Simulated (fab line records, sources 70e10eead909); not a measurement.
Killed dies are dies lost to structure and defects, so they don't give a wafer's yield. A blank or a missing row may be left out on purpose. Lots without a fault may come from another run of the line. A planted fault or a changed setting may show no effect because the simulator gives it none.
Chamber matching | flow nand_harc | NHARC_A_STAIRCASE_DEP_322 on pecvd-04: 3 sister chambers
The step deposits SiO2, target thk 7200 nm. 16 wafers are shown with their chamber, then 8 later ones without.

WAFERS WITH THEIR CHAMBER
wafer  | chamber | heater_power_w (W) | mfc_precursor_sccm (sccm)
L074.1 | 0       | 721                | 199.8
L074.2 | 2       | 837                | 199.9
L074.5 | 1       | 713                | 199.7
L078.3 | 2       | 788                | 199.3
L078.4 | 2       | 719                | 200.6
L078.6 | 1       | 695                | 200.9
L081.1 | 1       | 806                | 200.2
L081.4 | 2       | 706                | 200.5
L081.6 | 0       | 649                | 200.1
L084.2 | 2       | 763                | 199.4
L084.3 | 0       | 734                | 199.8
L084.4 | 2       | 717                | 199.2
L085.1 | 0       | 633                | 200.1
L085.5 | 0       | 630                | 200.5
L085.6 | 1       | 684                | 199.7
L090.1 | 2       | 777                | 199.8

SIGNATURES (means of the wafers above)
reading            | chamber 0 | chamber 1 | chamber 2 | scatter within a chamber
heater_power_w     | 673.40    | 724.50    | 758.14    | 50.2
mfc_precursor_sccm | 200.060   | 200.125   | 199.814   | 0.497
Rule: a wafer's distance from a chamber is the root of the sum, over the readings, of the square of ((its reading less the chamber's mean) divided by the reading's scatter). The wafer belongs to the nearest chamber; if the next one is less than 2 further off, it can't be placed. The scatter: the root of (the sum of the squares of (reading less its chamber's mean) over the shown wafers, divided by (wafers less chambers)).

WAFERS WITHOUT THEIR CHAMBER
wafer  | heater_power_w (W) | mfc_precursor_sccm (sccm)
L090.4 | 679                | 199.9
L090.6 | 633                | 200.4
L094.2 | 696                | 200.3
L094.5 | 680                | 200.2
L094.6 | 640                | 200.8
L092.1 | 837                | 199.7
L092.5 | 642                | 200.4
L092.6 | 720                | 200.0

WHICH CHAMBER EACH WENT THROUGH
wafer  | from the rows above          | in truth
L090.4 | can't be placed: 0 or 1 or 2 | 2
L090.6 | can't be placed: 0 or 1 or 2 | 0
L094.2 | can't be placed: 0 or 1 or 2 | 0
L094.5 | can't be placed: 0 or 1 or 2 | 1
L094.6 | can't be placed: 0 or 1 or 2 | 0
L092.1 | can't be placed: 2 or 1 or 0 | 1
L092.5 | can't be placed: 0 or 1 or 2 | 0
L092.6 | can't be placed: 1 or 2 or 0 | 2
Placed correctly: 0 of 8. Can't be placed from these rows: 8 (the true chamber is among the candidates in 8). Placed wrongly: 0.
